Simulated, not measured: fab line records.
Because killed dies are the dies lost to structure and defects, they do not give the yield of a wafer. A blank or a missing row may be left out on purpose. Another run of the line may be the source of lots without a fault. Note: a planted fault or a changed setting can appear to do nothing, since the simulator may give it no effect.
fab line records	flow nandHarc
record: lots: 14	wafers: 42	lastDay: 24
route steps=1159 shown P_STI@92 P_GATE@130
lots that met no fault: from a run of the same line without faults
startH: the number of hours between the record's first day and the start of the first shown wafer of the lot	waitH: hours elapsed since this lot's preceding step	" unchanged from the row above	L1.1+2: a row that stands for several wafers	- value missing, or start not given	* or withheld: withheld	< > ~ a bound
route shown NAME@n: names a module that has steps shown in the file, with the first one's number in the route	usual: average and standard deviation across the fault-free wafers	same: alike in all rows	chamber/n: place in a boat	sites: the reading at each site	_std_site: the standard deviation of these	_edge_site: outer sites' mean less inner sites'	radiusMm: how far each site lies from the wafer's centre	mask NAME#n: copy n	behind: the last tool/chamber to shape the wafer	hold: what put the lot on hold/how long, in hours/how the hold closed	device: the transistor (n, p or np) that didn't switch	end of line: the route-end tests of the same wafers	a step given without rows: its recipe and nothing more	killed: not the wafer's yield, but the dies lost to structure and defects at the first sort	map: the dies of a wafer, with x for killed, . for not killed, _ for no die there
set.NAME: setting as actually run; set.NAME@STEP: the setting as run at that earlier step	model.NAME: the simulator's own value behind a step, which no gauge read
a sample of lots followed through the steps of the route, with each step as a table and each wafer as a row
services: the hour from which a tool's chamber was out of use, counted from the record's first day as startH (under 0 if before that day), plus the number of hours and why
== steps ==
step: NHARC_P_STI_OCD_MEAS_17
usual: trenchDepthNm: 300.7/3	trenchFootCdNm: 157.5/2
lot.wafer	tool	chamber	startH	waitH	trenchDepthNm	trenchFootCdNm
L832.4	ocd-01	-	33.11	0.1	301.5	159.0
L832.5	"	-	"	"	301.9	158.5
L832.6	"	-	"	"	298.7	160.7
L833.4	ocd-01	-	43.75	0.1	294.2	157.6
L833.5	"	-	"	"	298.5	157.3
L833.6	"	-	"	"	298.9	158.1
L834.1	ocd-01	-	52.05	0.1	302.6	160.7
L834.3	"	-	"	"	301.3	161.0
L834.4	"	-	"	"	295.2	161.8
L835.1	ocd-02	-	52.24	0.1	293.3	160.2
L835.2	"	-	"	"	299.4	158.3
L835.6	"	-	"	"	297.7	162.1
L836.1	ocd-01	-	60.05	0.1	304.4	159.5
L836.2	"	-	"	"	300.8	159.3
L836.5	"	-	"	"	302.8	160.4
L837.2	ocd-02	-	66.00	0.1	301.3	159.4
L837.5	"	-	"	"	304.2	159.2
L837.6	"	-	"	"	302.0	156.9
L838.3	ocd-02	-	73.69	0.1	299.7	155.7
L838.5	"	-	"	"	297.8	155.7
L838.6	"	-	"	"	294.9	156.1
L839.2	ocd-02	-	79.16	0.1	297.0	157.0
L839.4	"	-	"	"	296.3	157.9
L839.6	"	-	"	"	297.6	157.2
L842.1	ocd-02	-	98.19	0.1	299.9	160.3
L842.2	"	-	"	"	299.6	160.1
L842.3	"	-	"	"	300.1	157.9
L843.1	ocd-02	-	102.54	0.1	297.1	157.8
L843.3	"	-	"	"	299.7	155.7
L843.6	"	-	"	"	296.4	157.2
L844.1	ocd-01	-	110.36	0.1	297.6	159.1
L844.2	"	-	"	"	297.1	159.0
L844.6	"	-	"	"	297.6	159.8
L845.1	ocd-02	-	110.52	0.1	302.5	157.4
L845.5	"	-	"	"	303.4	156.1
L845.6	"	-	"	"	302.0	155.5
L849.3	ocd-02	-	139.81	0.1	298.3	158.3
L849.4	"	-	"	"	300.3	160.8
L849.6	"	-	"	"	298.2	160.1
L850.2	ocd-02	-	146.17	0.1	303.7	157.0
L850.3	"	-	"	"	300.8	157.6
L850.4	"	-	"	"	301.6	157.8
step: NHARC_P_STI_OCD_MEAS_43
usual: trenchDepthNm: 300.7/2.9	trenchFootCdNm: 157.5/2
lot.wafer	tool	chamber	startH	waitH	trenchDepthNm	trenchFootCdNm
L832.4	ocd-01	-	33.63	-	302.0	158.8
L832.5	"	-	"	"	302.0	158.6
L832.6	"	-	"	"	298.3	160.8
L833.4	ocd-02	-	44.35	-	294.1	158.4
L833.5	"	-	"	"	298.6	157.3
L833.6	"	-	"	"	299.4	158.0
L834.1	ocd-01	-	52.57	-	303.3	160.5
L834.3	"	-	"	"	300.9	161.0
L834.4	"	-	"	"	295.0	161.6
L835.1	ocd-02	-	52.75	-	293.5	160.2
L835.2	"	-	"	"	299.2	158.8
L835.6	"	-	"	"	298.1	161.3
L836.1	ocd-02	-	60.55	-	303.9	159.6
L836.2	"	-	"	"	300.9	159.0
L836.5	"	-	"	"	302.4	160.0
L837.2	ocd-01	-	66.51	-	301.1	159.9
L837.5	"	-	"	"	303.9	159.1
L837.6	"	-	"	"	302.0	156.3
L838.3	ocd-01	-	74.29	-	299.0	156.0
L838.5	"	-	"	"	297.8	156.3
L838.6	"	-	"	"	294.5	156.5
L839.2	ocd-01	-	79.66	-	297.0	157.4
L839.4	"	-	"	"	297.0	157.3
L839.6	"	-	"	"	297.0	157.3
L842.1	ocd-01	-	98.80	-	299.6	160.1
L842.2	"	-	"	"	299.4	160.4
L842.3	"	-	"	"	299.8	157.8
L843.1	ocd-01	-	103.05	-	297.7	158.0
L843.3	"	-	"	"	299.7	155.3
L843.6	"	-	"	"	296.6	157.0
L844.1	ocd-01	-	110.86	-	297.4	158.7
L844.2	"	-	"	"	297.1	158.8
L844.6	"	-	"	"	297.7	160.2
L845.1	ocd-02	-	111.15	-	302.5	158.0
L845.5	"	-	"	"	302.4	156.0
L845.6	"	-	"	"	302.2	155.9
L849.3	ocd-01	-	140.32	-	298.7	158.1
L849.4	"	-	"	"	299.9	161.1
L849.6	"	-	"	"	298.0	159.9
L850.2	ocd-01	-	146.68	-	303.7	156.8
L850.3	"	-	"	"	300.3	158.1
L850.4	"	-	"	"	301.2	157.8
step: NHARC_P_GATE_CVD_17
recipe: targetThkA: 1500	tempC: 620	timeS: 900	material: poly-Si
usual: zonePowerLowerPct: 8.9/0.47
same: timeS: 900
lot.wafer	tool	chamber	startH	waitH	zonePowerLowerPct
L832.4	lpcvdPoly-02	0	83.84	2.5	8.7
L832.5	"	0	"	"	8.7
L832.6	"	0	"	"	8.9
L833.4	lpcvdPoly-03	0	91.74	2.7	9.7
L833.5	"	0	"	"	9.5
L833.6	"	0	"	"	9.6
L834.1	lpcvdPoly-02	0	102.29	2.5	8.8
L834.3	"	0	"	"	8.8
L834.4	"	0	"	"	8.8
L835.1	lpcvdPoly-02	0	102.29	2.5	8.9
L835.2	"	0	"	"	8.7
L835.6	"	0	"	"	8.8
L836.1	lpcvdPoly-02	0	108.35	2.5	8.8
L836.2	"	0	"	"	8.6
L836.5	"	0	"	"	8.6
L837.2	lpcvdPoly-02	0	108.35	2.5	8.8
L837.5	"	0	"	"	8.9
L837.6	"	0	"	"	8.8
L838.3	lpcvdPoly-04	0	125.09	2.9	8.4
L838.5	"	0	"	"	8.4
L838.6	"	0	"	"	8.5
L839.2	lpcvdPoly-04	0	136.26	2.9	8.4
L839.4	"	0	"	"	8.3
L839.6	"	0	"	"	8.3
L842.1	lpcvdPoly-03	0	151.57	2.7	9.8
L842.2	"	0	"	"	9.6
L842.3	"	0	"	"	9.7
L843.1	lpcvdPoly-03	0	151.57	2.7	9.8
L843.3	"	0	"	"	9.8
L843.6	"	0	"	"	9.6
L844.1	lpcvdPoly-04	0	164.92	2.9	8.4
L844.2	"	0	"	"	8.3
L844.6	"	0	"	"	8.4
L845.1	lpcvdPoly-04	0	164.92	2.9	8.3
L845.5	"	0	"	"	8.4
L845.6	"	0	"	"	8.3
L845.1	lpcvdPoly-04	0	167.71	0.5	8.3
L845.5	"	0	"	"	8.4
L845.6	"	0	"	"	8.2
L849.3	lpcvdPoly-02	0	191.56	2.5	8.8
L849.4	"	0	"	"	8.8
L849.6	"	0	"	"	8.8
L849.3	lpcvdPoly-03	0	194.73	0.9	9.8
L849.4	"	0	"	"	9.8
L849.6	"	0	"	"	9.6
L850.2	lpcvdPoly-02	0	191.56	2.5	8.8
L850.3	"	0	"	"	8.9
L850.4	"	0	"	"	8.8
step: NHARC_P_GATE_ETCH_104
recipe: targetDepthA: 600	timeS: withheld	cf4FlowSccm: 100	chf3FlowSccm: 30	arFlowSccm: 0	rfW: 500	biasW: 200	chemistry: CF4/CHF3
usual: drypumpMotorCurrentA: 5.8/0.39	mfcArSccm: 0.008/0.012	oesProductAu: 0.949/0.02	rfVppV: 370.7/2.7	showerheadPlenumPTorr: 1.57/0.077	throttleValvePct: 16.802/0.0082
lot.wafer	tool	chamber	startH	waitH	drypumpMotorCurrentA	mfcArSccm	oesProductAu	rfVppV	showerheadPlenumPTorr	throttleValvePct
L832.4	rieDiel-01	0	88.36	0.2	5.3	0	0.926	372.2	1.62	16.815
L832.6	"	1	"	"	5.7	0	0.922	373.7	1.64	16.803
L832.5	"	2	"	"	5.5	0.026	0.917	368.6	1.50	16.794
L833.4	rieDiel-01	1	97.28	0.1	5.7	0	0.954	371.8	1.64	16.807
L833.6	"	0	"	"	5.3	0	0.979	371.3	1.62	16.801
L833.5	"	1	"	"	5.8	0	0.958	371.9	1.64	16.821
L834.1	rieDiel-04	3	109.33	0.1	6.0	0.011	0.938	373.7	1.67	16.802
L834.3	"	0	"	"	6.0	0.006	0.955	371.4	1.62	16.800
L834.4	"	1	"	"	6.2	0	0.950	366.2	1.47	16.810
L835.2	rieDiel-01	1	109.59	0.1	5.7	0	0.937	373.7	1.64	16.799
L835.1	"	2	"	"	5.6	0.026	0.922	366.6	1.49	16.810
L835.6	"	2	"	"	5.6	0.026	0.915	368.1	1.49	16.808
L837.2	rieDiel-03	3	112.94	0.1	6.4	0.044	0.954	373.3	1.67	16.814
L837.5	"	2	"	"	6.8	0	0.949	370.8	1.58	16.795
L837.6	"	3	"	"	6.4	0.044	0.957	372.5	1.67	16.800
L836.2	rieDiel-03	2	113.12	0.1	6.7	0	0.950	371.1	1.58	16.804
L836.1	"	3	"	"	6.4	0.044	0.950	373.8	1.67	16.807
L836.5	"	1	"	"	6.4	0.017	0.957	367.6	1.50	16.788
L838.3	rieDiel-04	3	129.30	0.2	6.0	0.011	0.963	374.4	1.67	16.809
L838.5	"	1	"	"	6.1	0	0.948	368.2	1.47	16.795
L838.6	"	2	"	"	5.6	0	0.945	367.2	1.48	16.810
L839.4	rieDiel-04	1	144.56	0.2	6.2	0	0.954	366.7	1.47	16.804
L839.2	"	2	"	"	5.6	0	0.955	368.4	1.48	16.797
L839.6	"	3	"	"	6.0	0.011	0.973	372.9	1.66	16.799
L843.3	rieDiel-04	1	155.66	0.1	6.1	0	0.969	366.2	1.47	16.791
L843.1	"	3	"	"	6.0	0.011	0.975	374.2	1.66	16.802
L843.6	"	1	"	"	6.2	0	0.971	366.6	1.47	16.801
L842.3	rieDiel-01	1	155.81	0.1	5.7	0	0.969	371.7	1.64	16.783
L842.2	"	2	"	"	5.6	0.026	0.963	366.9	1.49	16.803
L842.1	"	0	"	"	5.3	0	0.983	372.1	1.62	16.800
L844.2	rieDiel-01	1	170.35	0.1	5.7	0	0.959	373.7	1.64	16.792
L844.1	"	3	"	"	5.6	0	0.966	372.7	1.65	16.805
L844.6	"	2	"	"	5.6	0.026	0.947	368.1	1.49	16.804
L845.1	rieDiel-04	1	173.62	0.5	6.1	0	0.941	366.9	1.47	16.801
L845.6	"	3	"	"	6.0	0.011	0.955	373.0	1.66	16.790
L845.5	"	0	"	"	6.0	0.006	0.943	370.6	1.62	16.790
L850.4	rieDiel-01	3	196.10	0.1	5.6	0	0.929	373.1	1.65	16.801
L850.2	"	0	"	"	5.3	0	0.933	371.9	1.62	16.804
L850.3	"	1	"	"	5.7	0	0.923	372.2	1.64	16.779
L849.3	rieDiel-01	2	199.81	0.1	5.5	0.026	0.924	368.1	1.49	16.798
L849.4	"	0	"	"	5.3	0	0.928	371.7	1.62	16.787
L849.6	"	3	"	"	5.6	0	0.924	373.7	1.65	16.803
== services ==
tool	chamber	startH	hours	kind
rieDiel-01	0	68.03	-	clean
rieDiel-01	1	68.03	-	clean
rieDiel-01	2	68.03	-	clean
rieDiel-01	3	68.03	-	clean
rieDiel-01	3	68.88	7.0	repair
rieDiel-01	0	92.61	-	clean
rieDiel-01	1	92.61	-	clean
rieDiel-01	2	92.61	-	clean
rieDiel-01	3	92.61	-	clean
rieDiel-04	-	112.24	9.0	pm
rieDiel-01	0	117.11	-	clean
rieDiel-01	1	117.11	-	clean
rieDiel-01	2	117.11	-	clean
rieDiel-01	3	117.11	-	clean
rieDiel-03	3	123.73	5.0	repair
rieDiel-01	-	137.83	9.0	pm
rieDiel-01	0	137.83	9.0	ventCycle
rieDiel-01	1	137.83	9.0	ventCycle
rieDiel-01	2	137.83	9.0	ventCycle
rieDiel-01	3	137.83	9.0	ventCycle
rieDiel-01	0	146.83	-	clean
rieDiel-01	1	146.83	-	clean
rieDiel-04	-	186.22	1.5	repair
rieDiel-04	3	192.49	1.6	repair
== key ==
firstSign: step: NHARC_P_GATE_CVD_17	reading: visit	direction: added
effect none on later readings
metAt NHARC_P_GATE_CVD_17
struckLots L845,L849
sortLeftOut L845.1,L845.5,L845.6,L849.3,L849.4,L849.6
testerLeftOut L845,L849
notActingAt NHARC_P_STI_OCD_MEAS_17,NHARC_P_STI_OCD_MEAS_43,NHARC_P_GATE_ETCH_104
fault: kind: repeatedStepWhole	tool: lpcvdPoly-02,lpcvdPoly-03,lpcvdPoly-04	chamber: -	onsetH: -	steps: NHARC_P_GATE_CVD_17	times: 1	scope: struckLotsOnly
testerLeftOut: of these lots the tester's yield and bins aren't shown, on N5 and GAA mostly nor the transistor test; their killed dies are dies lost to structure and defects alone, not to doping, threshold or leakage, so they don't give the yield
sortLeftOut: the simulated sort isn't trusted on such a fault, so these wafers' sort isn't shown, and their yield isn't known
